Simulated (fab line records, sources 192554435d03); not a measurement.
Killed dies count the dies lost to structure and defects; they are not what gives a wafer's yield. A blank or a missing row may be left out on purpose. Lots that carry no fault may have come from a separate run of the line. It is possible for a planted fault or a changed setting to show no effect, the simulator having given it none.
Lot-split experiment + flow n5Finfet + 21 wafers read across 7 lots, on a route 1938 steps long

SPLIT DETAILS
At N5_BEOL_M8_TRENCH_ETCH_37 (etches SiCOH lowk in C4F6/O2, target depth 93.478 nm, time 31.2 s), the setting timeS was moved away from the recipe's 31.2 s on 9 of the 21 wafers read, by -19.4% to +16.9%. For the rest of the wafers, this setting stayed at what the recipe calls for.

FROM THE SPLIT TO THE READING: what the file shows between them, 12 steps
- N5_BEOL_M8_ETCH_41: etches SiCN in CH3F/O2, target depth 31.9 nm, time 57.8 s
- N5_BEOL_M8_STRIP_80: strips in N2/H2, time 10 s
- N5_BEOL_M8_OCD_MEAS_38
- N5_BEOL_M8_ALD_77: deposits TaN, target thk 2 nm, pulse time 2 s, purge time 3 s (also split here: aldCycles)
- N5_BEOL_M8_SURFACE_TREAT_79
- N5_BEOL_M8_CVD_78: deposits Co from CCTBA/H2, target thk 2 nm, time 142.3 s
- N5_BEOL_M8_ECD_50: material Cu, target thk 300 nm
- N5_BEOL_M8_ANNEAL_51: time 90 s
- N5_BEOL_M8_CMP_52: polishes, stops on SiCOH lowk, t overpolish 6.9 s, target thk 80 nm
- N5_BEOL_M8_THK_MEAS_53: measures by xrf
- N5_BEOL_M8_PRE_CLEAN_55: time 15 s
- N5_BEOL_M8_DEP_56: deposits SiCN from 3MS/NH3, target thk 10 nm, time 17.5 s

THE READING
Measured at N5_BEOL_M8_RS_MEAS_57 by four-point probe: M8_RS, in ohm/sq. On this fab line, fault-free wafers typically give 0.289 ohm/sq with a standard deviation of 0.0064 ohm/sq.

| wafer  | tool, chamber at the split | timeS as run, s | against the recipe | M8_RS, ohm/sq | against lot-mates on the recipe |
|--------|----------------------------|-----------------|--------------------|---------------|---------------------------------|
| L074.2 | rieDiel-01, 3              | 31.2            | recipe             | 0.281         | -                               |
| L074.3 | rieDiel-01, 1              | 31.2            | recipe             | 0.284         | -                               |
| L074.6 | rieDiel-01, 3              | 35.73           | +14.5%             | 0.243         | -0.039                          |
| L081.3 | rieDiel-06, 3              | 29.09           | -6.8%              | 0.308         | +0.016                          |
| L081.4 | rieDiel-06, 2              | 31.2            | recipe             | 0.292         | -                               |
| L081.6 | rieDiel-06, 3              | 29.09           | -6.8%              | 0.318         | +0.026                          |
| L084.1 | rieDiel-01, 0              | 26.93           | -13.7%             | 0.353         | +0.070                          |
| L084.3 | rieDiel-01, 3              | 31.2            | recipe             | 0.286         | -                               |
| L084.4 | rieDiel-01, 1              | 31.2            | recipe             | 0.280         | -                               |
| L087.1 | rieDiel-01, 3              | 25.14           | -19.4%             | 0.386         | no lot-mate on the recipe       |
| L087.2 | rieDiel-01, 1              | 25.14           | -19.4%             | 0.384         | no lot-mate on the recipe       |
| L087.5 | rieDiel-01, 2              | 25.14           | -19.4%             | 0.380         | no lot-mate on the recipe       |
| L090.2 | rieDiel-06, 0              | 31.2            | recipe             | 0.301         | -                               |
| L090.5 | rieDiel-06, 1              | 31.2            | recipe             | 0.287         | -                               |
| L090.6 | rieDiel-06, 2              | 31.2            | recipe             | 0.294         | -                               |
| L093.2 | rieDiel-06, 1              | 31.2            | recipe             | 0.291         | -                               |
| L093.3 | rieDiel-06, 2              | 31.2            | recipe             | 0.284         | -                               |
| L093.4 | rieDiel-06, 0              | 31.2            | recipe             | 0.303         | -                               |
| L091.1 | rieDiel-06, 1              | 31.2            | recipe             | 0.301         | -                               |
| L091.3 | rieDiel-06, 2              | 36.48           | +16.9%             | 0.238         | -0.063                          |
| L091.6 | rieDiel-06, 1              | 36.48           | +16.9%             | 0.240         | -0.061                          |

THE FIT
A straight line over all 21 wafers: M8_RS changes by -0.00404 ohm/sq for each +1% of timeS; r = -0.97; the points scatter about the line by 0.0099 ohm/sq.
The same after taking each lot's own level away (the mean of its wafers on the recipe; 18 wafers): -0.00371 ohm/sq for each +1%; r = -0.97; scatter 0.0076 ohm/sq.
That fit puts the effect of the largest move of timeS on the reading at 0.072 ohm/sq.
The span of the lots' own levels, 0.2825 to 0.3010 ohm/sq, comes to 2.9 times the standard deviation stated above.
The two slopes are in agreement: the lot-to-lot level therefore moves the slope only a little.
Check: -0.0607 ohm/sq against its lot-mates is what the line predicts for one of the wafers moved furthest among these (+16.9%) when that wafer is left out of the fit. Against them it came out at -0.063 ohm/sq.

OTHER SPLITS ON THESE WAFERS
Note: prior to the reading, these wafers also went through further splits. Each is held against what the fit with the lots' levels taken away leaves over:
| other split on the same wafers | wafers away from the commonest value | r with M8_RS (lot level and that fit taken away) |
|--------------------------------|--------------------------------------|--------------------------------------------------|
| N5_BEOL_M6_COAT_64 spinRpm     | 7                                    | +0.09                                            |
| N5_BEOL_M7_ETCH_61 sourceW     | 6                                    | -0.35                                            |
| N5_BEOL_M7_ETCH_62 sourceW     | 6                                    | -0.08                                            |
| N5_BEOL_M7_VIA_ETCH_34 sourceW | 7                                    | -0.25                                            |
| N5_BEOL_M7_ETCH_41 sourceW     | 5                                    | +0.05                                            |
| N5_BEOL_M8_ALD_77 aldCycles    | 7                                    | +0.16                                            |

THE WHOLE CHAIN: every reading that the file lists as answering this split, in the file's order
| step                      | what it does                                                        | reading                                                                     | change (the file's fit)               | r (the file's) |
|---------------------------|---------------------------------------------------------------------|-----------------------------------------------------------------------------|---------------------------------------|----------------|
| N5_BEOL_M8_TRENCH_ETCH_37 | etches SiCOH lowk in C4F6/O2, target depth 93.478 nm, time 31.2 s   | etch.depthNm (the simulator's own value, which no gauge read)               | +0.9 nm for each +1% of the setting   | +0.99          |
| N5_BEOL_M8_TRENCH_ETCH_37 | etches SiCOH lowk in C4F6/O2, target depth 93.478 nm, time 31.2 s   | BEOL_M8.featureDepthNm (the simulator's own value, which no gauge read)     | +0.899 nm for each +1% of the setting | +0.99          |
| N5_BEOL_M8_OCD_MEAS_38    |                                                                     | trenchDepthNm                                                               | +0.899 nm for each +1% of the setting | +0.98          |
| N5_BEOL_M8_CMP_52         | polishes, stops on SiCOH lowk, t overpolish 6.9 s, target thk 80 nm | Cu_of_BEOL_M8_ECD_50.thkNm (the simulator's own value, which no gauge read) | +0.911 nm for each +1% of the setting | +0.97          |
| N5_BEOL_M8_THK_MEAS_53    | measures by xrf                                                     | M8_THK                                                                      | +0.921 for each +1% of the setting    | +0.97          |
| N5_BEOL_M8_RS_MEAS_57     | measures by four-point-probe                                        | M8_RS                                                                       | -0.00373 for each +1% of the setting  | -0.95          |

FILE'S OWN FIT
M8_RS changes by -0.00373 ohm/sq for each +1% of timeS, r = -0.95.
